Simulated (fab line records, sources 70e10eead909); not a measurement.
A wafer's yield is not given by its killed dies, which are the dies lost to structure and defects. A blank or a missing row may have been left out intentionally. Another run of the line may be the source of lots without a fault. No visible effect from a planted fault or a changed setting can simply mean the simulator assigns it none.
Chamber matching	flow nand-harc	4 sister chambers for NHARC_A_CHANNEL_FILL_D2_ALD_02 on ald-hk-04
The step deposits SiO2, target thk 6 nm, pulse time 10 s, ald cycles 60. 8 wafers are shown with their chamber, then 12 later ones without.

== EACH WAFER AND ITS CHAMBER ==
wafer	chamber	heater-power-w (W)	precursor-pulse-height-rel
L079.1	2	452	1.025
L085.6	1	567	1.002
L086.4	2	455	0.989
L090.5	3	403	0.967
L090.6	0	475	0.952
L092.1	1	565	1.000
L092.2	0	464	1.016
L092.4	3	406	1.004

== WAFERS WITHOUT THEIR CHAMBER ==
wafer	heater-power-w (W)	precursor-pulse-height-rel
L093.2	463	1.040
L093.3	405	0.986
L093.4	540	1.004
L095.1	552	0.987
L095.3	389	1.035
L095.4	476	0.990
L096.4	395	0.975
L096.5	463	1.004
L096.6	552	1.004
L097.1	405	0.988
L097.4	582	0.997
L097.6	408	1.020

== EACH ONE'S CHAMBER ==
wafer	from the rows above	in truth
L093.2	can't be placed: 0 or 2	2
L093.3	3	3
L093.4	1	1
L095.1	1	1
L095.3	3	3
L095.4	0	0
L096.4	3	3
L096.5	can't be placed: 0 or 2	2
L096.6	1	1
L097.1	3	3
L097.4	1	1
L097.6	3	3
10 of 12 placed correctly. Can't be placed from these rows: 2 (the true chamber is among the candidates in 2). 0 placed wrongly.
How it was worked out, from the rows above alone: a wafer's distance from a chamber is the root of the sum, over the readings, of the square of ((its reading less the chamber's mean) divided by the reading's scatter). The wafer belongs to the nearest chamber; if the next one is less than 2 further off, it can't be placed. Each chamber's mean is taken over the wafers shown for it. How the scatter is found: for the shown wafers, subtract from each reading the mean of its chamber, square and add these, divide the total by (wafers less chambers), then take the root.
